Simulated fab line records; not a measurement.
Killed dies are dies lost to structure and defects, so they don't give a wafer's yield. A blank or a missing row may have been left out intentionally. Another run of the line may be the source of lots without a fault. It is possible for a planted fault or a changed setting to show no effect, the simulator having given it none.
fab line records	flow n5Finfet
record lots=24	wafers=72	lastDay=17
route steps=1938 shown FIN_SAQP@99 FIN_CUT@182 STI_FIN_REVEAL@184
lots that met no fault: from a run of the same line without faults
startH: hours from the record's opening day to when the first of the lot's shown wafers began	waitH: hours since the lot's step before	" identical to the entry in the row above	L1.1+2: a row that stands for several wafers	- either no value or no given start	* or withheld: withheld	< > ~ a bound
route shown NAME@n: names a module that has steps shown in the file, with the first one's number in the route	usual: mean/standard deviation of fault-free wafers	same: alike in all rows	chamber/n: place in a boat	sites: each site's reading	_std_site: the standard deviation of these	_edge_site: inner sites' mean taken away from outer sites' mean	radiusMm: how far each site lies from the wafer's centre	mask NAME#n: copy n	behind: the tool/chamber that last shaped the wafer	hold: why the lot was held/for how many hours/how that ended	device: the transistor (n, p or np) that didn't switch	end of line: the route-end tests of the same wafers	a step without rows: its recipe alone	killed: dies lost to structure and defects at the first sort, not the wafer's yield	map: a wafer's dies, marking killed ones x, the rest . and places with no die _
set.NAME: setting as actually run; set.NAME@STEP: the setting as run at that earlier step	model.NAME: the simulator's own value behind a step, which no gauge read
the route's steps for a sample of lots (tables are steps, rows are wafers)
services: when a tool's chamber went out of use (startH, in hours from the record's first day, below 0 if earlier), for how many hours, and the reason
## steps
# step N5_FIN_SAQP_PECVD_48
# recipe material=SiNx	targetThkA=250	tempC=400	precursor=SiH4/NH3/N2	pressureTorr=1.5	rfW=300	timeS=22.1
# usual heaterPowerOuterW=463/77	heaterPowerW=748/100	showerheadPlenumPTorr=5.12/0.04	throttleValvePct=38.9/2.4
lot.wafer	tool	chamber	startH	waitH	heaterPowerOuterW	heaterPowerW	showerheadPlenumPTorr	throttleValvePct
L074.3	pecvd-01	1	21.81	0.0	434	733	5.15	36.9
L074.4	"	0	"	"	492	798	5.10	38.2
L074.5	"	0	"	"	495	787	5.11	38.3
L075.2	pecvd-01	1	27.34	0.0	390	700	5.16	36.9
L075.4	"	0	"	"	531	832	5.11	38.5
L075.6	"	0	"	"	538	851	5.12	38.4
L076.2	pecvd-01	1	33.38	0.0	507	812	5.14	36.8
L076.5	"	0	"	"	525	856	5.12	38.3
L076.6	"	2	"	"	577	836	5.13	38.8
L077.1	pecvd-03	1	39.68	0.0	381	630	5.06	44.9
L077.2	"	0	"	"	429	709	5.12	39.4
L077.5	"	1	"	"	397	626	5.08	44.8
L078.1	pecvd-01	0	45.17	0.0	525	832	5.11	38.3
L078.2	"	1	"	"	503	824	5.13	36.9
L078.6	"	1	"	"	394	677	5.16	36.9
L079.1	pecvd-04	0	50.66	0.0	621	985	5.14	36.8
L079.4	"	1	"	"	359	616	5.06	40.7
L079.5	"	2	"	"	371	665	5.19	37.0
L080.1	pecvd-01	0	56.85	0.0	484	779	5.12	38.3
L080.3	"	2	"	"	566	835	5.11	38.7
L080.5	"	0	"	"	485	791	5.12	38.3
L081.2	pecvd-04	2	63.39	0.0	409	683	5.19	37.0
L081.4	"	2	"	"	402	705	5.21	37.3
L081.6	"	1	"	"	383	637	5.04	40.7
L082.1	pecvd-03	2	70.61	0.0	335	549	5.17	36.2
L082.2	"	1	"	"	441	694	5.08	45.0
L082.6	"	0	"	"	415	681	5.14	39.3
L083.3	pecvd-04	0	75.84	0.0	642	956	5.14	37.4
L083.5	"	1	"	"	369	587	5.05	40.6
L083.6	"	2	"	"	417	739	5.21	36.8
L084.2	pecvd-01	2	81.15	0.0	544	830	5.12	39.1
L084.3	"	0	"	"	484	763	5.12	38.4
L084.6	"	0	"	"	479	767	5.11	38.5
L085.1	pecvd-04	2	86.95	0.0	428	749	5.20	37.2
L085.3	"	1	"	"	302	539	5.05	40.4
L085.6	"	2	"	"	425	745	5.21	37.2
L086.1	pecvd-01	0	94.00	0.0	520	863	5.11	38.4
L086.2	"	2	"	"	534	789	5.10	39.1
L086.5	"	2	"	"	530	782	5.12	39.0
L087.1	pecvd-01	0	100.31	0.0	528	843	5.12	38.6
L087.4	"	0	"	"	535	861	5.11	38.4
L087.6	"	0	"	"	550	854	5.11	38.8
L088.1	pecvd-03	2	104.83	0.0	410	676	5.18	36.8
L088.3	"	0	"	"	434	720	5.13	39.4
L088.6	"	0	"	"	429	700	5.13	39.5
L089.2	pecvd-01	0	112.95	0.0	529	843	5.12	38.4
L089.5	"	0	"	"	536	851	5.12	38.6
L089.6	"	1	"	"	458	742	5.14	36.8
L090.2	pecvd-03	1	116.65	0.0	370	600	5.06	44.6
L090.5	"	1	"	"	362	589	5.07	44.9
L090.6	"	0	"	"	371	621	5.12	40.0
L091.4	pecvd-03	1	125.11	0.0	471	730	5.06	44.8
L091.5	"	2	"	"	398	663	5.17	36.9
L091.6	"	0	"	"	433	700	5.13	39.5
L092.2	pecvd-01	1	131.54	0.0	503	810	5.15	36.9
L092.3	"	2	"	"	516	781	5.12	39.4
L092.5	"	2	"	"	523	788	5.11	39.4
L093.3	pecvd-01	2	136.58	0.0	537	810	5.13	39.4
L093.5	"	0	"	"	534	870	5.12	38.4
L093.6	"	1	"	"	458	793	5.16	37.1
L094.1	pecvd-04	1	141.75	0.0	375	637	5.04	40.9
L094.3	"	2	"	"	425	749	5.20	37.2
L094.5	"	2	"	"	435	744	5.19	37.2
L095.3	pecvd-03	1	146.96	0.0	396	646	5.08	45.1
L095.4	"	1	"	"	393	631	5.06	44.6
L095.5	"	0	"	"	363	626	5.14	39.8
L096.3	pecvd-04	1	153.89	0.0	363	600	5.05	40.9
L096.5	"	0	"	"	544	866	5.13	37.1
L096.6	"	2	"	"	429	748	5.17	37.4
L097.1	pecvd-03	2	159.20	0.0	391	661	5.17	37.2
L097.2	"	1	"	"	411	661	5.06	44.9
L097.6	"	2	"	"	397	663	5.17	36.9
# step N5_FIN_SAQP_RECESS_71
# recipe chemistry=HF/NH3	target=SiO2	targetDepthA=30	afsCycles=1	tempC=30	sublimationTempC=180	sublimationTimeS=60
# usual drypumpMotorCurrentA=5.5/0.33
lot.wafer	tool	chamber	startH	waitH	drypumpMotorCurrentA
L074.3	vaporEtch-01	0	25.65	0.1	5.8
L074.4	"	1	"	"	5.0
L074.5	"	0	"	"	5.8
L075.2	vaporEtch-01	0	31.09	0.0	5.8
L075.4	"	1	"	"	5.0
L075.6	"	1	"	"	5.0
L076.2	vaporEtch-01	1	37.25	0.0	5.0
L076.5	"	0	"	"	5.8
L076.6	"	1	"	"	5.0
L077.1	vaporEtch-02	0	43.36	0.0	5.8
L077.2	"	1	"	"	5.5
L077.5	"	0	"	"	5.8
L078.1	vaporEtch-02	1	48.97	0.0	5.5
L078.2	"	0	"	"	5.8
L078.6	"	0	"	"	5.8
L079.1	vaporEtch-01	1	54.38	0.0	5.0
L079.4	"	1	"	"	5.0
L079.5	"	1	"	"	5.0
L080.1	vaporEtch-02	1	60.54	0.0	5.5
L080.3	"	0	"	"	5.8
L080.5	"	0	"	"	5.7
L081.2	vaporEtch-01	1	67.23	0.0	5.0
L081.4	"	1	"	"	5.0
L081.6	"	0	"	"	5.8
L082.1	vaporEtch-01	1	74.70	0.0	5.0
L082.2	"	0	"	"	5.8
L082.6	"	0	"	"	5.8
L083.3	vaporEtch-01	1	79.70	0.1	5.0
L083.5	"	1	"	"	5.0
L083.6	"	0	"	"	5.8
L084.2	vaporEtch-01	1	85.04	0.1	5.0
L084.3	"	1	"	"	5.0
L084.6	"	1	"	"	5.0
L085.1	vaporEtch-02	0	91.32	0.0	5.8
L085.3	"	0	"	"	5.8
L085.6	"	0	"	"	5.8
L086.1	vaporEtch-01	0	97.57	0.0	5.8
L086.2	"	1	"	"	5.0
L086.5	"	1	"	"	5.0
L087.1	vaporEtch-02	0	105.09	0.0	5.8
L087.4	"	0	"	"	5.8
L087.6	"	0	"	"	5.8
L088.1	vaporEtch-02	0	109.14	0.0	5.8
L088.3	"	1	"	"	5.5
L088.6	"	0	"	"	5.8
L089.2	vaporEtch-02	1	116.66	0.0	5.5
L089.5	"	0	"	"	5.8
L089.6	"	1	"	"	5.5
L090.2	vaporEtch-02	1	121.88	0.0	5.5
L090.5	"	0	"	"	5.8
L090.6	"	1	"	"	5.5
L091.4	vaporEtch-02	0	129.98	0.1	5.8
L091.5	"	1	"	"	5.5
L091.6	"	0	"	"	5.8
L092.2	vaporEtch-02	1	135.16	0.0	5.5
L092.3	"	1	"	"	5.5
L092.5	"	1	"	"	5.5
L093.3	vaporEtch-02	1	140.21	0.1	5.5
L093.5	"	1	"	"	5.5
L093.6	"	0	"	"	5.8
L094.1	vaporEtch-01	0	145.48	0.0	5.8
L094.3	"	1	"	"	5.0
L094.5	"	0	"	"	5.8
L095.3	vaporEtch-01	1	150.89	0.1	5.0
L095.4	"	0	"	"	5.8
L095.5	"	0	"	"	5.8
L096.3	vaporEtch-01	0	157.77	0.1	5.8
L096.5	"	1	"	"	5.0
L096.6	"	0	"	"	5.8
L097.1	vaporEtch-02	0	162.81	0.0	5.8
L097.2	"	1	"	"	5.5
L097.6	"	0	"	"	5.8
# step N5_FIN_CUT_INSPECT_17
# recipe inspectInstrument=brightfield	mode=aei
# usual rawDefectCount=220/58
lot.wafer	tool	chamber	startH	waitH	rawDefectCount
L074.3	defectInspect-01	-	28.65	0.0	261
L074.4	"	-	"	"	237
L074.5	"	-	"	"	200
L075.2	defectInspect-02	-	33.80	0.0	200
L075.4	"	-	"	"	225
L075.6	"	-	"	"	208
L076.2	defectInspect-01	-	40.71	0.0	214
L076.5	"	-	"	"	313
L076.6	"	-	"	"	312
L077.1	defectInspect-02	-	46.05	0.0	223
L077.2	"	-	"	"	225
L077.5	"	-	"	"	174
L078.1	defectInspect-02	-	51.64	0.0	203
L078.2	"	-	"	"	235
L078.6	"	-	"	"	204
L079.1	defectInspect-01	-	57.10	0.0	206
L079.4	"	-	"	"	218
L079.5	"	-	"	"	191
L080.1	defectInspect-02	-	63.27	0.0	189
L080.3	"	-	"	"	295
L080.5	"	-	"	"	156
L081.2	defectInspect-01	-	70.02	0.0	156
L081.4	"	-	"	"	191
L081.6	"	-	"	"	177
L082.1	defectInspect-02	-	78.20	0.0	169
L082.2	"	-	"	"	224
L082.6	"	-	"	"	180
L083.3	defectInspect-02	-	82.36	0.0	316
L083.5	"	-	"	"	308
L083.6	"	-	"	"	206
L084.2	defectInspect-01	-	88.61	0.0	342
L084.3	"	-	"	"	359
L084.6	"	-	"	"	382
L085.1	defectInspect-01	-	94.16	0.0	150
L085.3	"	-	"	"	120
L085.6	"	-	"	"	163
L086.1	defectInspect-01	-	102.50	0.0	261
L086.2	"	-	"	"	188
L086.5	"	-	"	"	144
L087.1	defectInspect-02	-	108.03	0.0	209
L087.4	"	-	"	"	232
L087.6	"	-	"	"	160
L088.1	defectInspect-02	-	111.98	0.0	447
L088.3	"	-	"	"	204
L088.6	"	-	"	"	335
L089.2	defectInspect-02	-	119.60	0.0	157
L089.5	"	-	"	"	166
L089.6	"	-	"	"	200
L090.2	defectInspect-02	-	124.51	0.0	193
L090.5	"	-	"	"	218
L090.6	"	-	"	"	202
L091.4	defectInspect-02	-	132.68	0.0	153
L091.5	"	-	"	"	185
L091.6	"	-	"	"	161
L092.2	defectInspect-02	-	137.74	0.0	176
L092.3	"	-	"	"	134
L092.5	"	-	"	"	198
L093.3	defectInspect-01	-	143.39	0.0	245
L093.5	"	-	"	"	339
L093.6	"	-	"	"	329
L094.1	defectInspect-01	-	148.93	0.0	203
L094.3	"	-	"	"	245
L094.5	"	-	"	"	239
L095.3	defectInspect-01	-	153.85	0.0	214
L095.4	"	-	"	"	211
L095.5	"	-	"	"	187
L096.3	defectInspect-02	-	160.65	0.0	264
L096.5	"	-	"	"	203
L096.6	"	-	"	"	134
L097.1	defectInspect-01	-	165.82	0.0	147
L097.2	"	-	"	"	185
L097.6	"	-	"	"	181
# step N5_STI_FIN_REVEAL_ALD_14
# recipe material=Si3N4	targetThkA=30	tempC=400	aldPrecursorFamily=SiH2I2	aldCoReactant=N2/H2-plasma	pressureTorr=2
# usual heaterPowerOuterW=494/56	heaterPowerW=817/79
lot.wafer	tool	chamber	startH	waitH	heaterPowerOuterW	heaterPowerW
L074.3	aldSin-02	3	28.74	0.0	470	703
L074.4	"	2	"	"	483	863
L074.5	"	1	"	"	487	798
L075.2	aldSin-01	1	34.01	0.0	474	755
L075.4	"	2	"	"	516	889
L075.6	"	0	"	"	622	919
L076.2	aldSin-01	0	40.79	0.0	616	932
L076.5	"	3	"	"	420	732
L076.6	"	0	"	"	613	939
L077.1	aldSin-03	3	46.14	0.0	493	841
L077.2	"	1	"	"	487	852
L077.5	"	1	"	"	489	847
L078.1	aldSin-03	2	51.99	0.0	487	784
L078.2	"	3	"	"	486	842
L078.6	"	2	"	"	484	793
L079.1	aldSin-03	0	57.94	0.0	516	832
L079.4	"	2	"	"	489	795
L079.5	"	2	"	"	489	809
L080.1	aldSin-01	1	63.36	0.0	469	747
L080.3	"	3	"	"	416	750
L080.5	"	2	"	"	519	895
L081.2	aldSin-01	2	70.13	0.0	533	879
L081.4	"	0	"	"	615	929
L081.6	"	0	"	"	601	912
L082.1	aldSin-03	0	78.55	0.0	539	858
L082.2	"	1	"	"	480	833
L082.6	"	2	"	"	483	790
L083.3	aldSin-02	3	82.64	0.0	451	685
L083.5	"	3	"	"	462	687
L083.6	"	0	"	"	449	713
L084.2	aldSin-01	2	89.06	0.0	520	924
L084.3	"	3	"	"	418	746
L084.6	"	3	"	"	421	740
L085.1	aldSin-01	1	94.25	0.0	473	740
L085.3	"	3	"	"	424	740
L085.6	"	3	"	"	420	735
L086.1	aldSin-02	2	103.70	0.0	499	867
L086.2	"	1	"	"	490	818
L086.5	"	2	"	"	473	857
L087.1	aldSin-01	1	108.11	0.0	489	744
L087.4	"	3	"	"	425	734
L087.6	"	2	"	"	539	903
L088.1	aldSin-01	2	112.07	0.0	522	914
L088.3	"	1	"	"	490	730
L088.6	"	1	"	"	470	759
L089.2	aldSin-01	1	119.87	0.0	484	767
L089.5	"	0	"	"	607	934
L089.6	"	3	"	"	416	731
L090.2	aldSin-01	2	124.72	0.0	548	925
L090.5	"	0	"	"	604	947
L090.6	"	3	"	"	409	722
L091.4	aldSin-02	2	132.88	0.1	490	880
L091.5	"	1	"	"	483	819
L091.6	"	3	"	"	455	684
L092.2	aldSin-02	1	137.83	0.0	494	807
L092.3	"	3	"	"	454	701
L092.5	"	1	"	"	487	798
L093.3	aldSin-01	0	143.59	0.0	615	946
L093.5	"	2	"	"	528	911
L093.6	"	3	"	"	423	742
L094.1	aldSin-03	0	149.01	0.0	526	872
L094.3	"	1	"	"	486	852
L094.5	"	3	"	"	499	858
L095.3	aldSin-01	3	153.93	0.0	419	724
L095.4	"	2	"	"	540	950
L095.5	"	3	"	"	406	740
L096.3	aldSin-01	3	160.74	0.0	421	739
L096.5	"	2	"	"	531	917
L096.6	"	3	"	"	417	732
L097.1	aldSin-03	1	165.91	0.0	486	844
L097.2	"	2	"	"	474	826
L097.6	"	2	"	"	482	799
# step N5_STI_FIN_REVEAL_DENSIFY_30
# recipe tempC=*	timeS=*	ambient=N2	idleTempC=600	rampUpCPerS=150	rampDownCPerS=60	coolToC=600
# usual lampPowerPct=11.53/0.057	lamp_zone_1_pct=11.528/0.018	wafer_temp_C_max=*
lot.wafer	tool	chamber	startH	waitH	lampPowerPct	lamp_zone_1_pct	wafer_temp_C_max
L074.3	rtpAnneal-01	0	34.16	0.1	11.51	11.523	*
L074.4	"	0	"	"	11.52	11.506	*
L074.5	"	0	"	"	11.65	11.571	*
L075.2	rtpAnneal-01	0	40.06	0.1	11.52	11.560	*
L075.4	"	0	"	"	11.67	11.522	*
L075.6	"	0	"	"	11.56	11.513	*
L076.2	rtpAnneal-01	0	46.78	0.1	11.61	11.512	*
L076.5	"	0	"	"	11.54	11.526	*
L076.6	"	0	"	"	11.42	11.500	*
L077.1	rtpAnneal-01	0	51.50	0.0	11.53	11.528	*
L077.2	"	0	"	"	11.47	11.521	*
L077.5	"	0	"	"	11.47	11.526	*
L078.1	rtpAnneal-01	0	57.51	0.2	11.49	11.537	*
L078.2	"	0	"	"	11.50	11.512	*
L078.6	"	0	"	"	11.50	11.533	*
L079.1	rtpAnneal-02	0	64.06	0.2	11.49	11.517	*
L079.4	"	0	"	"	11.58	11.534	*
L079.5	"	0	"	"	11.48	11.543	*
L080.1	rtpAnneal-02	0	69.32	0.0	11.56	11.515	*
L080.3	"	0	"	"	11.47	11.505	*
L080.5	"	0	"	"	11.60	11.523	*
L081.2	rtpAnneal-01	0	76.13	0.1	11.54	11.565	*
L081.4	"	0	"	"	11.46	11.582	*
L081.6	"	0	"	"	11.58	11.557	*
L082.1	rtpAnneal-01	0	84.13	0.2	11.46	11.551	*
L082.2	"	0	"	"	11.59	11.512	*
L082.6	"	0	"	"	11.52	11.531	*
L083.3	rtpAnneal-01	0	88.13	0.1	11.49	11.512	*
L083.5	"	0	"	"	11.51	11.537	*
L083.6	"	0	"	"	11.56	11.516	*
L084.2	rtpAnneal-01	0	94.45	0.1	11.64	11.547	*
L084.3	"	0	"	"	11.61	11.509	*
L084.6	"	0	"	"	11.55	11.540	*
L085.1	rtpAnneal-01	0	99.61	0.0	11.60	11.537	*
L085.3	"	0	"	"	11.57	11.516	*
L085.6	"	0	"	"	11.56	11.516	*
L086.1	rtpAnneal-02	0	109.91	0.3	11.57	11.516	*
L086.2	"	0	"	"	11.50	11.516	*
L086.5	"	0	"	"	11.45	11.560	*
L087.1	rtpAnneal-01	0	113.47	0.0	11.45	11.552	*
L087.4	"	0	"	"	11.49	11.507	*
L087.6	"	0	"	"	11.45	11.543	*
L088.1	rtpAnneal-01	0	117.43	0.0	11.57	11.518	*
L088.3	"	0	"	"	11.52	11.518	*
L088.6	"	0	"	"	11.57	11.542	*
L089.2	rtpAnneal-01	0	125.27	0.1	11.46	11.506	*
L089.5	"	0	"	"	11.49	11.533	*
L089.6	"	0	"	"	11.48	11.528	*
L090.2	rtpAnneal-02	0	130.78	0.1	11.53	11.533	*
L090.5	"	0	"	"	11.50	11.555	*
L090.6	"	0	"	"	11.54	11.525	*
L091.4	rtpAnneal-01	0	138.22	0.1	11.47	11.514	*
L091.5	"	0	"	"	11.53	11.527	*
L091.6	"	0	"	"	11.57	11.501	*
L092.2	rtpAnneal-02	0	143.22	0.1	11.52	11.512	*
L092.3	"	0	"	"	11.56	11.527	*
L092.5	"	0	"	"	11.59	11.537	*
L093.3	rtpAnneal-01	0	149.16	0.2	11.48	11.527	*
L093.5	"	0	"	"	11.52	11.510	*
L093.6	"	0	"	"	11.58	11.531	*
L094.1	rtpAnneal-02	0	154.44	0.0	11.64	11.522	*
L094.3	"	0	"	"	11.53	11.566	*
L094.5	"	0	"	"	11.55	11.539	*
L095.3	rtpAnneal-01	0	159.35	0.1	11.53	11.544	*
L095.4	"	0	"	"	11.52	11.512	*
L095.5	"	0	"	"	11.59	11.505	*
L096.3	rtpAnneal-02	0	166.16	0.1	11.61	11.494	*
L096.5	"	0	"	"	11.53	11.527	*
L096.6	"	0	"	"	11.55	11.541	*
L097.1	rtpAnneal-01	0	171.99	0.1	11.58	11.540	*
L097.2	"	0	"	"	11.48	11.526	*
L097.6	"	0	"	"	11.50	11.508	*
# step N5_STI_FIN_REVEAL_OXIDATION_33
# recipe chemistry=O2_PLASMA_REMOTE	tempC=150	timeS=20	pressureMtorr=1000	sourcePowerW=2000	o2FlowSccm=3000
# usual drypumpMotorCurrentA=5.4/0.41	heaterPowerW=135/4.6	tempCMax=150.7/0.43
lot.wafer	tool	chamber	startH	waitH	drypumpMotorCurrentA	heaterPowerW	rfHoursCounterH	tempCMax
L074.3	plasmaAsher-01	0	37.09	0.0	5.8	136	-	150.6
L074.4	"	1	"	"	4.9	134	-	151.2
L074.5	"	1	"	"	4.9	133	-	151.1
L075.2	plasmaAsher-01	1	42.99	0.0	4.9	130	33	151.7
L075.4	"	0	"	"	5.8	134	-	150.4
L075.6	"	1	"	"	4.9	129	-	151.0
L076.2	plasmaAsher-01	0	49.92	0.0	5.8	132	35	150.7
L076.5	"	0	"	"	5.8	138	-	150.4
L076.6	"	1	"	"	4.9	133	-	151.4
L077.1	plasmaAsher-01	0	54.49	0.0	5.8	134	36	150.2
L077.2	"	1	"	"	4.9	129	36	151.2
L077.5	"	0	"	"	5.8	134	-	150.4
L078.1	plasmaAsher-02	1	60.48	0.0	5.8	134	85	150.1
L078.2	"	0	"	"	5.1	140	85	150.5
L078.6	"	0	"	"	5.1	143	-	150.6
L079.1	plasmaAsher-02	0	67.14	0.1	5.1	144	86	150.3
L079.4	"	0	"	"	5.1	145	-	150.4
L079.5	"	0	"	"	5.1	146	-	150.5
L080.1	plasmaAsher-01	0	72.29	0.0	5.8	135	39	150.5
L080.3	"	0	"	"	5.8	130	-	150.5
L080.5	"	1	"	"	4.9	132	-	151.4
L081.2	plasmaAsher-02	1	79.18	0.0	5.7	135	89	150.1
L081.4	"	1	"	"	5.7	134	-	150.1
L081.6	"	1	"	"	5.7	134	-	150.3
L082.1	plasmaAsher-02	1	87.10	0.0	5.8	136	91	150.5
L082.2	"	0	"	"	5.1	143	91	150.3
L082.6	"	1	"	"	5.7	135	-	150.4
L083.3	plasmaAsher-01	1	92.66	0.0	4.9	135	-	151.2
L083.5	"	1	"	"	4.9	131	-	151.3
L083.6	"	0	"	"	5.8	131	-	150.6
L084.2	plasmaAsher-02	1	97.43	0.0	5.8	134	93	150.2
L084.3	"	1	"	"	5.8	135	-	150.4
L084.6	"	0	"	"	5.1	149	-	150.8
L085.1	plasmaAsher-01	1	102.59	0.0	4.9	133	44	151.1
L085.3	"	1	"	"	4.8	134	-	151.1
L085.6	"	1	"	"	4.9	134	-	151.3
L086.1	plasmaAsher-02	0	113.06	0.0	5.1	147	96	150.4
L086.2	"	1	"	"	5.8	136	96	150.1
L086.5	"	1	"	"	5.7	132	-	150.2
L087.1	plasmaAsher-01	1	116.47	0.0	4.9	132	47	151.1
L087.4	"	1	"	"	4.9	131	-	151.6
L087.6	"	1	"	"	4.9	135	-	151.0
L088.1	plasmaAsher-02	0	120.59	0.0	5.1	144	97	150.9
L088.3	"	1	"	"	5.7	134	-	150.3
L088.6	"	1	"	"	5.8	135	-	150.2
L089.2	plasmaAsher-01	1	128.22	0.0	4.9	129	48	151.4
L089.5	"	0	"	"	5.8	135	-	150.4
L089.6	"	1	"	"	4.9	134	-	151.4
L090.2	plasmaAsher-01	1	133.72	0.0	4.9	133	50	151.0
L090.5	"	0	"	"	5.8	133	-	150.7
L090.6	"	1	"	"	4.9	137	-	151.4
L091.4	plasmaAsher-01	1	141.11	0.0	4.9	137	-	151.3
L091.5	"	0	"	"	5.8	133	-	150.3
L091.6	"	1	"	"	4.9	132	-	151.8
L092.2	plasmaAsher-01	0	146.29	0.0	5.8	130	52	150.4
L092.3	"	1	"	"	4.9	134	-	151.2
L092.5	"	1	"	"	4.9	129	-	151.1
L093.3	plasmaAsher-01	0	152.08	0.0	5.8	130	-	150.4
L093.5	"	1	"	"	4.9	132	-	152.2
L093.6	"	0	"	"	5.8	132	-	150.3
L094.1	plasmaAsher-01	1	157.46	0.0	4.9	130	55	151.3
L094.3	"	1	"	"	4.9	130	-	151.1
L094.5	"	1	"	"	4.9	129	-	151.3
L095.3	plasmaAsher-01	1	162.28	0.0	4.9	130	-	151.7
L095.4	"	0	"	"	5.8	130	-	150.4
L095.5	"	1	"	"	4.9	133	-	151.0
L096.3	plasmaAsher-02	0	169.26	0.0	5.1	143	-	150.8
L096.5	"	0	"	"	5.1	142	-	150.4
L096.6	"	1	"	"	5.8	137	-	150.6
L097.1	plasmaAsher-02	1	174.95	0.0	5.8	132	108	150.4
L097.2	"	0	"	"	5.1	140	108	150.6
L097.6	"	0	"	"	5.1	143	-	150.8
## services
tool	chamber	startH	hours	kind
aldSin-01	2	1.55	4.6	repair
pecvd-03	1	3.29	2.1	scheduledDown
plasmaAsher-02	-	7.03	0.6	repair
pecvd-01	0	11.12	5.5	scheduledDown
pecvd-01	2	16.58	16.5	scheduledDown
plasmaAsher-02	-	20.83	6.0	repair
pecvd-03	-	23.12	2.8	pm
pecvd-01	0	34.81	5.9	repair
plasmaAsher-02	-	47.60	4.3	pm
pecvd-03	-	68.29	1.2	repair
aldSin-02	1	69.29	7.8	repair
pecvd-01	0	74.77	2.1	scheduledDown
aldSin-01	0	80.20	20.4	repair
vaporEtch-01	0	84.92	7.1	repair
pecvd-01	1	96.39	5.5	scheduledDown
plasmaAsher-01	-	96.63	1.2	repair
vaporEtch-01	1	103.77	2.8	repair
pecvd-04	-	121.15	2.5	repair
aldSin-03	0	126.03	3.6	repair
aldSin-01	1	129.96	14.0	repair
pecvd-01	1	151.35	5.3	repair
aldSin-02	1	152.20	10.6	repair
pecvd-01	-	160.27	1.6	repair
pecvd-01	2	166.77	2.1	scheduledDown
## key
fault none
